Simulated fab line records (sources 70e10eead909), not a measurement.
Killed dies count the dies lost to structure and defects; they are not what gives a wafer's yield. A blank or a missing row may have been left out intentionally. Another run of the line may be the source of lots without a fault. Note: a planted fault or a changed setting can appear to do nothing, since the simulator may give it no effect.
Matching of chambers	flow nand harc	NHARC_P_CONTACT_DEP_30 on pecvd-01: 3 sister chambers
The step deposits SiNx, target thk 30 nm. 6 wafers are shown with their chamber, then 10 later ones without.

== WAFERS WITH THEIR CHAMBER ==
wafer	chamber	heater power w (W)
L084.4	2	661
L089.4	2	638
L089.5	1	688
L089.6	0	709
L090.2	1	775
L090.4	0	707

== WAFERS WITH NO CHAMBER GIVEN ==
wafer	heater power w (W)
L090.6	782
L092.2	764
L092.3	638
L092.6	625
L093.1	797
L093.3	644
L093.5	782
L095.1	590
L095.4	753
L095.6	578

== WHICH CHAMBER EACH WENT THROUGH ==
wafer	from the rows above	in truth
L090.6	can't be placed: 1 or 0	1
L092.2	can't be placed: 1 or 0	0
L092.3	can't be placed: 2 or 0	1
L092.6	can't be placed: 2 or 0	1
L093.1	can't be placed: 1 or 0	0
L093.3	can't be placed: 2 or 0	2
L093.5	can't be placed: 1 or 0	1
L095.1	can't be placed: 2 or 0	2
L095.4	can't be placed: 1 or 0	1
L095.6	can't be placed: 2 or 0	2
Placed correctly: 0 of 10. From these rows, 10 cannot be placed; in 8 the true chamber is one of the candidates. Placed wrongly: 0.
How it was worked out, from the rows above alone: a wafer's distance from a chamber is the root of the sum, over the readings, of the square of ((its reading less the chamber's mean) divided by the reading's scatter). If the next closest chamber is less than 2 further off than the closest, the wafer can't be placed; otherwise it belongs to the closest. Each chamber's mean is taken over the wafers shown for it. The scatter: the root of (the sum of the squares of (reading less its chamber's mean) over the shown wafers, divided by (wafers less chambers)).
